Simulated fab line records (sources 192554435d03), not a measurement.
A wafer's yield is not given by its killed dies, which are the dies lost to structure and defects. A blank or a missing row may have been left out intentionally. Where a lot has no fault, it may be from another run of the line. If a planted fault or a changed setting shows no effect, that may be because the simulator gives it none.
Split-lot study	flow n5 finfet	on a route of 1938 steps: 7 lots, 21 wafers read

THE SPLIT ITSELF
At N5_BEOL_M7_PECVD_70 (deposits SiO2 from TEOS/O2, target thk 20 nm, time 22.7 s), the setting temp c was moved away from the recipe's 400 C on 6 of the 21 wafers read, by -4.2% to +3.2%. The other wafers ran this setting at the recipe's value.

The reading is taken at the split's own step.

THE READING
SiO2_of_BEOL_M7_PECVD_70.thk nm (the simulator's own value, which no gauge read), in nm, at N5_BEOL_M7_PECVD_70 (deposits SiO2 from TEOS/O2, target thk 20 nm, time 22.7 s). The file does not state a usual value for it. The 15 wafers here that ran the recipe average 20.0 nm, standard deviation 0.21 nm.

wafer	tool, chamber at the split	temp c as run, C	against the recipe	SiO2_of_BEOL_M7_PECVD_70.thk nm, nm	against lot-mates on the recipe
L074.1	pecvd-04, 2	383.1	-4.2%	22	no lot-mate on the recipe
L074.5	pecvd-04, 2,0	383.1	-4.2%	22.4	no lot-mate on the recipe
L074.6	pecvd-04, 2,0	383.1	-4.2%	22.4	no lot-mate on the recipe
L077.1	pecvd-04, 0	412.9	+3.2%	18.2	-1.8
L077.2	pecvd-04, 1,0	400	recipe	20	-
L077.3	pecvd-04, 1,0	400	recipe	20	-
L082.1	pecvd-03, 2	400	recipe	19.6	-
L082.4	pecvd-03, 1	400	recipe	20.4	-
L082.5	pecvd-03, 0	400	recipe	20.2	-
L083.3	pecvd-04, 2,1,2	400	recipe	20	-
L083.4	pecvd-04, 2,1,2	400	recipe	20	-
L083.6	pecvd-04, 2,1,2	400	recipe	20	-
L091.1	pecvd-03, 2	388.2	-3.0%	21.4	+1.2
L091.2	pecvd-03, 0	388.2	-3.0%	21.2	+1.0
L091.4	pecvd-03, 1	400	recipe	20.2	-
L092.2	pecvd-04, 2	400	recipe	19.6	-
L092.5	pecvd-04, 0	400	recipe	19.8	-
L092.6	pecvd-04, 2	400	recipe	20	-
L094.1	pecvd-01, 2,0	400	recipe	19.8	-
L094.3	pecvd-01, 2,0	400	recipe	19.8	-
L094.5	pecvd-01, 1	400	recipe	20	-
Rows listing several chambers each stand for several wafers; the file does not say which wafer went through which chamber.

FIT RESULTS
A straight line over all 21 wafers: SiO2_of_BEOL_M7_PECVD_70.thk nm changes by -0.529 nm for each +1% of temp c; r = -0.98; the points scatter about the line by 0.22 nm.
The same after taking each lot's own level away (the mean of its wafers on the recipe; 18 wafers): -0.446 nm for each +1%; r = -0.94; scatter 0.2 nm.
On that fit, the largest move of temp c shifts the reading by 1.9 nm.
From 19.80 to 20.20 nm: that is the span of the lots' own levels, equal to 1.9 times the standard deviation above.
So the lot-to-lot level changes the slope: the two fits differ.
Check: -1.2 nm against its lot-mates is what the line predicts for one of the wafers moved furthest among these (+3.2%) when that wafer is left out of the fit. Against them it came out at -1.8 nm.

THESE WAFERS: OTHER SPLITS
Before the reading, these wafers also passed through other splits. Each is held against what the fit with the lots' levels taken away leaves over:
other split on the same wafers	wafers away from the commonest value	r with SiO2_of_BEOL_M7_PECVD_70.thk nm (lot level and that fit taken away)
N5_BEOL_M2_COAT_05 spin rpm	6	-0.13
N5_BEOL_M2_DEP_57 time s	4	-0.11
N5_BEOL_M3_ILD_DEP_00 time s	6	+0.09
N5_BEOL_M3_TRENCH_ETCH_37 bias w	9	+0.02
N5_BEOL_M4_DESCUM_16 time s	10	+0.01
N5_BEOL_M4_ETCH_64 time s	6	+0.12
N5_BEOL_M5_ETCH_62 source w	7	-0.17
N5_BEOL_M5_COAT_66 spin rpm	5	-0.17
N5_BEOL_M6_DESCUM_33 time s	8	+0.09
N5_BEOL_M6_ETCH_66 bias w	8	-0.06

THE FILE'S OWN FIT
SiO2_of_BEOL_M7_PECVD_70.thk nm changes by -0.474 nm for each +1% of temp c, r = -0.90.
